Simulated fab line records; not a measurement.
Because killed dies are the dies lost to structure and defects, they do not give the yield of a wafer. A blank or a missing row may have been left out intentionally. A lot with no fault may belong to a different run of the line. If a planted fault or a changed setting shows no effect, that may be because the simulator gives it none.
Chamber matching    flow nandHarc    NHARC_P_M0_DESCUM_14 on rieDiel-13: 4 sister chambers
The step chemistry O2, time 3 s. 4 wafers are shown with their chamber, then 8 later ones without.

== WAFERS, EACH WITH ITS CHAMBER ==
wafer   chamber  showerheadPlenumPTorr (Torr)
L204.5  3        1.84
L206.1  0        1.79
L206.3  2        2.00
L209.3  1        1.85

== WAFERS WITH NO CHAMBER GIVEN ==
wafer   showerheadPlenumPTorr (Torr)
L209.4  1.79
L209.6  1.79
L210.3  1.85
L210.5  1.85
L210.6  2.01
L212.1  1.79
L212.2  1.83
L212.6  1.79

== THE CHAMBER EACH PASSED THROUGH ==
wafer   from the rows above  in truth
L209.4  0                    0
L209.6  0                    0
L210.3  1                    1
L210.5  1                    1
L210.6  2                    2
L212.1  0                    0
L212.2  3                    3
L212.6  0                    0
Placed correctly: 8 of 8. From these rows, 0 cannot be placed. Wrongly placed: 0.
How it was worked out, from the rows above alone: a wafer's distance from a chamber is the root of the sum, over the readings, of the square of ((its reading less the chamber's mean) divided by the reading's scatter). If the next closest chamber is less than 2 further off than the closest, the wafer can't be placed; otherwise it belongs to the closest. Each chamber's mean is taken over the wafers shown for it. The scatter (one wafer shown for each chamber): square how far every hidden wafer sits from the nearest shown wafer, average those squares and take the square root.
